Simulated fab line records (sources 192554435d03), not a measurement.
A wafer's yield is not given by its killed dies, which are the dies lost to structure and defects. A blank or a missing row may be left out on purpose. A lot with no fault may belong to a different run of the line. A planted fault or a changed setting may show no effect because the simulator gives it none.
Comparing a struck lot with a sound one ; flow n5 finfet ; 16 out of 1938 route steps
Sound: wafers L514.1, L514.4, L514.6. Struck: wafer L524.6 (left out: L524.5, a lot-mate that was not struck); the cause follows at the end.
For every step that has rows: the tool of each side, followed by ch and its chambers, followed by its first start. Under that, the readings that differ: sound wafers ; struck wafers ; difference of the means ; sigmas: that difference in standard deviations of wafers without a fault.
alike: readings whose means differ by less than 2 such deviations, and words and numbers that are the same on both sides. not compared: withheld readings, readings that some wafer has no value for, bounds like >300 that may hide the same value, and numbers for which the record gives no deviation and whose values overlap.
The two part at a step that has a row with sigmas, a row that says differs or no value, or rows on one side only. Non-overlapping numbers with no deviation appear without sigmas and do not part them. A reading that every wafer of one side lacks parts them only if that side has two wafers or more.

first, 8 steps without rows for these wafers: N5_BEOL_M0_SAQP_COAT_72 (time 60 s, resist thk 15 nm); N5_BEOL_M0_SAQP_COAT_87 (time 60 s, resist thk 5 nm); N5_BEOL_M0_SAQP_COAT_34 (resist thk 30 nm); N5_BEOL_M0_SAQP_EBR_36; N5_BEOL_M0_SAQP_SOFTBAKE_35 (time 60 s); N5_BEOL_M0_SAQP_EXPOSE_37 (exposes mask M0 CUT1, target cd 30 nm); N5_BEOL_M0_SAQP_PEB_38 (peb time 60 s); N5_BEOL_M0_SAQP_DEVELOP_39 (develop time 30 s).
N5_BEOL_M0_SAQP_CD_MEAS_40: target cd 30 nm.
  sound on cd sem-01 ch 0, day 5 14:54; struck on cd sem-02 ch 0, day 8 05:43
  alike: cd nm
N5_BEOL_M0_SAQP_OVL_MEAS_41:
  sound on overlay-02 ch 0, day 5 14:56; struck on overlay-02 ch 0, day 8 05:46
  alike: M0_CUT1_OVL
N5_BEOL_M0_SAQP_INSPECT_42: inspects for defects (brightfield).
  sound on defect inspect-02, day 5 14:59; struck on defect inspect-01, day 8 05:48
  alike: raw defect count
N5_BEOL_M0_SAQP_DESCUM_45: chemistry O2, time 7 s.
  sound on rie diel-05 ch 0,1,2, day 5 15:02; struck on rie diel-03 ch 2, day 8 05:51
reading;sound;struck;difference;sigmas
rf vpp V (V);244.0 245.4 245.1;242.2;-2.6;-2
throttle valve pct (%);20.60 20.46 20.62;20.28;-0.28;-2
  alike: drypump motor current A, oes product au, showerhead plenum p Torr
  not compared: rf hours counter h
N5_BEOL_M0_SAQP_ETCH_88: etches underlayer in N2/H2, target depth 6.5 nm, time 5.2 s.
  sound on rie diel-05 ch 0,1,2, day 5 15:04; struck on rie diel-03 ch 2, day 8 05:53
reading;sound;struck;difference;sigmas
etch rf on time s (s);5.17 5.20 5.19;3.85;-1.34;-14
  alike: drypump motor current A, oes product au, rf vpp V, showerhead plenum p Torr, throttle valve pct
  not compared: rf hours counter h
N5_BEOL_M0_SAQP_ETCH_73: etches SiARC in CF4, target depth 19.5 nm, time 32.5 s.
  sound on rie diel-05 ch 0,1,2, day 5 15:05; struck on rie diel-03 ch 2, day 8 05:54
  alike: drypump motor current A, etch rf on time s, oes product au, rf vpp V, showerhead plenum p Torr, throttle valve pct
  not compared: rf hours counter h
-- here the record skips 3 days between the struck wafers' starts before and after, leaving off in module BEOL_M0_SAQP and picking up in module BEOL_M4 (first step shown: number 1111 of the route) --
N5_BEOL_M4_RC_MEAS_101:
  sound on prober-01 ch 0, day 7 19:52; struck on prober-01 ch 0, day 10 19:05
  alike: DIBL_N, DIBL_P, IOFF_N, IOFF_P, ION_N, ION_P, SS_N, SS_P, VT_N, VT_P
-- a jump in the record: the struck wafers' starts before and after are 5 days apart (it breaks off in module BEOL_M4 and resumes in module PASSIVATION, where the first step shown is number 1936 of the route) --
N5_PASSIVATION_PROBE_49:
  sound on prober-01, day 12 00:45; struck on prober-02, day 15 19:08
reading;sound;struck;difference;sigmas
killed at contacts;33 17 23;8;-16;-3
  alike: defect limited yield, killed_at_M0_to_M3, killed_at_M4_up, killed at front end, killed at other, killed dies, killed on rim, killed open, killed short, sort_bin_5_function, sort_bin_6_memory, sort n pass, sort yield pct

## WHERE THEY PART
At N5_BEOL_M0_SAQP_DESCUM_45 first; at N5_PASSIVATION_PROBE_49 last (within this record only).

WHY: the cause the simulator had injected
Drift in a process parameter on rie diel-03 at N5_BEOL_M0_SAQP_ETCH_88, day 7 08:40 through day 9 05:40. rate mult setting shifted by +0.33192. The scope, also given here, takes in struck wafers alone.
